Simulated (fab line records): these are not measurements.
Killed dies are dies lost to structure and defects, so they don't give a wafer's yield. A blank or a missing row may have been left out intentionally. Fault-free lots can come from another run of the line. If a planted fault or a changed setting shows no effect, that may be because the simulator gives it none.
Split-lot study    flow n5 finfet    7 lots, 21 wafers read, on a route of 1938 steps

== ON THE SPLIT ==
At N5_DUMMY_GATE_DESCUM_20 (chemistry O2, time 6.2 s), the setting time s was moved away from the recipe's 6.2 s on 7 of the 21 wafers read, by -6.7% to +18.1%. The other wafers ran this setting at the recipe's value.

The reading comes from the split's own step.

== THE READING ==
CAR-EUV_of_DUMMY_GATE_COAT_09.thk nm (the simulator's own value, which no gauge read), in nm, at N5_DUMMY_GATE_DESCUM_20 (chemistry O2, time 6.2 s). The file gives no usual value for it. Average 26.4 nm, standard deviation 0.076 nm, over the 14 wafers here run with the recipe.

wafer   tool, chamber at the split  time s as run, s  against the recipe  CAR-EUV_of_DUMMY_GATE_COAT_09.thk nm, nm  against lot-mates on the recipe
L074.2  rie diel-06, 2,1,3          6.2               recipe              26.4                                      -
L074.4  rie diel-06, 2,1,3          6.2               recipe              26.4                                      -
L074.6  rie diel-06, 2,1,3          6.2               recipe              26.4                                      -
L075.3  rie diel-01, 2,3            6.2               recipe              26.4                                      -
L075.5  rie diel-01, 2,3            6.2               recipe              26.4                                      -
L075.6  rie diel-01, 0              6.2               recipe              26.6                                      -
L080.1  rie diel-01, 2,0            6.2               recipe              26.4                                      -
L080.2  rie diel-01, 2,0            6.2               recipe              26.4                                      -
L080.4  rie diel-01, 1              6.862             +10.7%              26                                        -0.4
L082.1  rie diel-06, 1,0            6.2               recipe              26.4                                      -
L082.3  rie diel-06, 1,0            6.2               recipe              26.4                                      -
L082.6  rie diel-06, 2              5.784             -6.7%               26.6                                      +0.2
L084.3  rie diel-01, 0,1,0          6.2               recipe              26.4                                      -
L084.4  rie diel-01, 0,1,0          6.2               recipe              26.4                                      -
L084.5  rie diel-01, 0,1,0          6.2               recipe              26.4                                      -
L088.2  rie diel-03, 1,2            5.812             -6.3%               26.6                                      +0.4
L088.4  rie diel-03, 1,2            5.812             -6.3%               26.6                                      +0.4
L088.6  rie diel-03, 3              6.2               recipe              26.2                                      -
L091.3  rie diel-06, 0,2,1          7.325             +18.1%              25.8                                      no lot-mate on the recipe
L091.5  rie diel-06, 0,2,1          7.325             +18.1%              25.8                                      no lot-mate on the recipe
L091.6  rie diel-06, 0,2,1          7.325             +18.1%              25.8                                      no lot-mate on the recipe
If several chambers appear in one row, that row covers several wafers at once and the file leaves open which wafer was in which chamber.

THE FIT
A straight line over all 21 wafers: CAR-EUV_of_DUMMY_GATE_COAT_09.thk nm changes by -0.0331 nm for each +1% of time s; r = -0.97; the points scatter about the line by 0.066 nm.
The same after taking each lot's own level away (the mean of its wafers on the recipe; 18 wafers): -0.0443 nm for each +1%; r = -0.93; scatter 0.066 nm.
Per that fit: largest time s move, reading shift of 0.8 nm.
The span of the lots' own levels, 26.20 to 26.47 nm, comes to 3.5 times the standard deviation stated above.
So the slope is not independent of the lot-to-lot level: the two fits are not the same.
Check: -0.548 nm against its lot-mates is what the line predicts for one of the wafers moved furthest among these (+10.7%) when that wafer is left out of the fit. It came out at -0.4 nm against them.

== ADDITIONAL SPLITS CARRIED BY THESE WAFERS ==
These wafers also went through other splits before the reading. Each is held against what the fit with the lots' levels taken away leaves over:
other split on the same wafers             wafers away from the commonest value  r with CAR-EUV_of_DUMMY_GATE_COAT_09.thk nm (lot level and that fit taken away)
N5_WELL_APT_COAT_02 spin rpm               3                                     -0.29
N5_PMOS_HMC_CHANNEL_EPI_EXPOSE_06 dose mj  7                                     +0.21
N5_PMOS_HMC_CHANNEL_EPI_PEB_07 peb time s  9                                     +0.39
N5_FIN_CUT_COAT_19 spin rpm                9                                     +0.08
N5_DUMMY_GATE_COAT_28 spin rpm             6                                     +0.05

== FILE'S OWN FIT ==
CAR-EUV_of_DUMMY_GATE_COAT_09.thk nm changes by -0.041 nm for each +1% of time s, r = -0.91.
